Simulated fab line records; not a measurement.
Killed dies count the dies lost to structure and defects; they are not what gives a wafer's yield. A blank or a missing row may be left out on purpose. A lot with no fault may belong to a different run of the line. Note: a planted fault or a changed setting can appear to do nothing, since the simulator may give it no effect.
Comparing a struck lot with a sound one / flow nand_harc / 34 out of 1159 route steps
Sound: these wafers, L879.2, L879.3, L879.4. Wafers struck: L894.1, L894.2, L894.3. The cause is given at the end.
At each step with rows: each side's tool, then ch and its chambers, then its first start. Under that, the readings that differ: sound wafers / struck wafers / difference of the means / sigmas: that difference in standard deviations of wafers without a fault.
alike: same words and numbers on both sides, and readings whose means sit less than 2 such deviations apart. not compared: any withheld reading, any reading some wafer has no value for, any bound like >300 that may hide the same value, and any number with overlapping values for which the record gives no deviation.
A row with sigmas, a row that says differs or no value, or rows on one side alone: a step with any of these is where the two part. Numbers that don't overlap but have no deviation are shown without sigmas and don't part them. Lack of a reading on every wafer of one side parts them only where that side has two or more wafers.

NHARC_A_STAIRCASE_DEP_322: deposits SiO2, target thk 3800 nm.
  sound on pecvd-02 ch 1,2, day 14 01:35; struck on pecvd-01 ch 0,1,2, day 17 14:33
  alike: heater_power_w, susceptor_temp_C
then, 8 steps without rows for these wafers: NHARC_A_STAIRCASE_ANNEAL_323 (time 1800 s); NHARC_A_STAIRCASE_DEP_325 (deposits SiO2, target thk 3800 nm); NHARC_A_STAIRCASE_ANNEAL_326 (time 1800 s); NHARC_A_STAIRCASE_DEHYDRATE_433 (time 120 s); NHARC_A_STAIRCASE_HMDS_434 (time 30 s); NHARC_A_STAIRCASE_COAT_435; NHARC_A_STAIRCASE_SOFTBAKE_436 (time 170 s); NHARC_A_STAIRCASE_EBR_437.
NHARC_A_STAIRCASE_EXPOSE_438: exposes mask STAIR REV.
  struck on krf_scanner-03, day 18 05:50; sound on krf_scanner-02 ch 0, day 14 18:39
  no value came back on the struck wafers for exposure_dose_mJ_cm2, focus_offset_nm (nm), stage_vel_mm_s (mm/s); on the sound wafers exposure_dose_mJ_cm2 reads 28.929 28.960 28.970
  alike: mask
then, 5 steps without rows for these wafers: NHARC_A_STAIRCASE_PEB_439 (peb time 130 s); NHARC_A_STAIRCASE_DEVELOP_440 (time 140 s); NHARC_A_STAIRCASE_HARDBAKE_442 (time 140 s); NHARC_A_STAIRCASE_DESCUM_443 (chemistry O2, time 3 s); NHARC_A_STAIRCASE_ETCH_444 (etches the open film in C4F8/O2, target depth 10200 nm, time 3400 s).
NHARC_A_STAIRCASE_STRIP_446: strips in O2.
  sound on plasma_asher-01 ch 0,1, day 14 21:26; struck on plasma_asher-02 ch 0,1, day 18 10:25
  alike: drypump_motor_current_A, heater_power_w
  not compared: rf_hours_counter_h
then, 3 steps without rows for these wafers: NHARC_A_STAIRCASE_STRIP_447 (strips in SPM, time 900 s); NHARC_A_STAIRCASE_PRECLEAN_448 (cleans in SC1); NHARC_A_STAIRCASE_SRD_449.
NHARC_A_STAIRCASE_CMP_450: polishes SiO2, target thk 200 nm.
  sound on cmp-01 ch 0,1,2, day 14 22:11; struck on cmp-02 ch 0,1,3, day 18 11:13
  alike: motor_current_A, retaining_ring_pressure_frac
then, 3 steps without rows for these wafers: NHARC_A_STAIRCASE_CMP_152 (polishes); NHARC_A_STAIRCASE_SRD_154; NHARC_A_STAIRCASE_ETCH_403 (etches SiO2 in dHF, target depth 108.2 nm).
NHARC_A_STAIRCASE_ETCHBACK_422: etches the open film in CH3F/O2, target depth 40 nm, time 74.286 s.
  sound on rie_diel-07 ch 0,2,3, day 14 22:43; struck on rie_diel-08 ch 0,2,3, day 18 11:45
reading=rf_hours_counter_h (h); sound=36 35 29; struck=47 48 48; difference=+14; sigmas=
reading=showerhead_plenum_p_Torr (Torr); sound=2.47 2.43 2.62; struck=2.34 2.30 2.30; difference=-0.19; sigmas=-2
  alike: bias_w, drypump_motor_current_A, oes_product_au, rf_vpp_V, throttle_valve_pct
then, 4 steps without rows for these wafers: NHARC_A_STAIRCASE_ETCH_423 (etches SiO2 in dHF, target depth 30 nm); NHARC_A_STAIRCASE_ETCHBACK_157 (etches the open film in CH3F/O2, target depth 90 nm, time 167.14 s); NHARC_A_STAIRCASE_STRIP_475 (strips in O2, time 20 s); NHARC_A_STAIRCASE_DEP_471 (deposits SiO2, target thk 100 nm).
NHARC_A_STAIRCASE_CMP_472: polishes SiO2.
  sound on cmp-01 ch 0,1,3, day 15 01:37; struck on cmp-01 ch 0,1,2, day 18 12:41
  alike: motor_current_A, retaining_ring_pressure_frac
then, 5 steps without rows for these wafers: NHARC_A_STAIRCASE_SRD_474; NHARC_A_SGD_CUT_DEP_00 (deposits SiNx, target thk 50 nm); NHARC_A_SGD_CUT_DEHYDRATE_01 (time 120 s); NHARC_A_SGD_CUT_HMDS_02 (time 30 s); NHARC_A_SGD_CUT_COAT_56 (time 75 s).

WHERE THEY PART
At NHARC_A_STAIRCASE_EXPOSE_438 first; at NHARC_A_STAIRCASE_ETCHBACK_422 last (within this record only). Later steps at which nothing parts them and some readings are alike: NHARC_A_STAIRCASE_CMP_472.

WHY: whatever the simulator had introduced
At NHARC_A_STAIRCASE_EXPOSE_438, the step was skipped entirely on krf_scanner-03 from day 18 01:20 on. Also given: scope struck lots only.
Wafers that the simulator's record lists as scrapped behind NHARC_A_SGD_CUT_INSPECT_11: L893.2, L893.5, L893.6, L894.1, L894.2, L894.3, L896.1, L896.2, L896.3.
